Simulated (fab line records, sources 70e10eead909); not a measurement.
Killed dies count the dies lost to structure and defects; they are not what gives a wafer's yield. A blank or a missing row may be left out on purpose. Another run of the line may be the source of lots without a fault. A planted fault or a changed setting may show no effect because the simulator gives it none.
8D (eight disciplines) problem report, filled in by code / flow nand-harc / the parts of the form that need people (team, actions taken, sign-off) are left out

## 1. PROBLEM STATEMENT
Wafers without a fault read 188.45 W, standard deviation 0.16; heater-power-total-W at NHARC_A_M0_SOFTBAKE_04 reads a mean of 186.93 W on 6 wafers belonging to 2 lots. That is -9.5 standard deviations from the usual mean.
The step: time 55 s.
First seen on wafer L894.1, day 26 14:00, on litho-track-04. The record holds 36 wafers of 12 lots with a number at this step. Rule for "out" (also "out of limits"): further than 4 standard deviations from the usual mean. Any other wafer with a number is counted as sound.

## 2. WHAT IT IS, AND WHAT IT ISN'T
question=which readings at this step | is=heater-power-total-W | is not=-
question=which lots | is=L894, L897 | is not=L887, L888, L889, L891, L895, L902, L903, L904, L905, L906
question=which wafers of those lots | is=all that have a number | is not=-
question=read on which tools | is=litho-track-04 | is not=litho-track-01, litho-track-06
question=when | is=from day 26 14:00 | is not=up to then (12 sound wafers); but 18 sound wafers of L895, L902, L903, L904, L905, L906 came after

## 3. THE SUSPECTS, EACH WITH WHAT RULES IT OUT
Counting: a tool stays on the suspect list if, at a process step up to the reading, it processed all lots that are out and no sound lot following the first of them.
- cmp-04 at NHARC_A_CONTACT_CMP_20 (polishes, t overpolish 30 s, target thk 300 nm): ruled out as a lasting fault. Sound lots L902, L905 ran on it after its first lot that is out, L894 (day 26 10:02).
- litho-track-04 at NHARC_A_M0_SOFTBAKE_04 (time 55 s): ruled out as a lasting fault. Sound lots L906 ran on it after its first lot that is out, L894 (day 26 14:00).
Left after counting: nothing in the record.

## 4. THE CAUSE (what the simulator had put in)
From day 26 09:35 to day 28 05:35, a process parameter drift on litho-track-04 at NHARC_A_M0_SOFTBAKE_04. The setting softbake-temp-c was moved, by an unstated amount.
Counting ruled it out, wrongly.

## 5. THE CHAIN OF EFFECTS, in route order
Each row: a reading where the mean over the struck wafers with a number is more than 3 standard deviations away from the usual. Only readings whose record carries a usual standard deviation are examined. hours: median over the lots of the time between each lot's start at the first step of this table that gives one and its start at this step. sigmas: the change, counted in usual standard deviations.
hours=0; step=NHARC_A_M0_SOFTBAKE_04; reading=heater-power-total-W; usual=188.45 W; on struck wafers=186.93; change=-1.52; sigmas=-9.5
Its process steps:
- NHARC_A_M0_SOFTBAKE_04: time 55 s.
At these later measuring or inspecting steps, every struck wafer for which the step has a row has a number for every such reading, and none has moved that far: NHARC_A_M0_OVL_MEAS_10, NHARC_END_SORT_01.

## 6. WHAT WOULD HAVE CAUGHT IT SOONER
First out-of-limits reading in this record: day 26 14:00, which is 4 hours after fault onset at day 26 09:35.
